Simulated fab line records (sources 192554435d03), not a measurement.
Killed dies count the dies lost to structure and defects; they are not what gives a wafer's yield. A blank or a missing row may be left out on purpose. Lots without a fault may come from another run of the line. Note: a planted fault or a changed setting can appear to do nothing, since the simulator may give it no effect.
Matching of chambers -- flow n5Finfet -- N5_BEOL_M5_CURE_80 on uvCure-01 has 3 sister chambers
The step cures SiCOH lowk, time 120 s. 6 wafers are shown with their chamber, then 9 later ones without.

## WAFERS PAIRED WITH THEIR CHAMBERS
wafer,chamber,wafer_temp_C_max,lampPowerPct (%)
L083.5,2,372.1,52.23
L083.6,2,371.6,52.29
L084.5,1,371.0,52.35
L084.6,1,370.9,52.31
L085.3,0,372.1,52.37
L085.5,0,372.4,52.30

## WAFERS WITH NO CHAMBER GIVEN
wafer,wafer_temp_C_max,lampPowerPct (%)
L087.3,371.8,52.36
L087.4,371.6,52.22
L087.5,371.6,52.27
L089.1,371.7,52.22
L089.3,372.2,52.35
L089.5,371.7,52.38
L091.1,371.5,52.26
L091.4,371.1,52.35
L091.5,371.1,52.30

## EACH ONE'S CHAMBER
wafer,from the rows above,in truth
L087.3,can't be placed: 0 or 2 or 1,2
L087.4,2,2
L087.5,can't be placed: 2 or 1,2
L089.1,2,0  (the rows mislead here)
L089.3,0,0
L089.5,can't be placed: 0 or 2 or 1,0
L091.1,can't be placed: 2 or 1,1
L091.4,1,1
L091.5,1,1
Correctly placed: 4 of 9. From these rows, 4 cannot be placed; in 4 the true chamber is one of the candidates. Placed wrongly: 1.
How it was worked out, from the rows above alone: a wafer's distance from a chamber is the root of the sum, over the readings, of the square of ((its reading less the chamber's mean) divided by the reading's scatter). If the next closest chamber is less than 2 further off than the closest, the wafer can't be placed; otherwise it belongs to the closest. Each chamber's mean is taken over the wafers shown for it. The scatter: take each reading less its chamber's mean, square it, sum over the shown wafers, divide by the number of wafers less the number of chambers, and take the root.
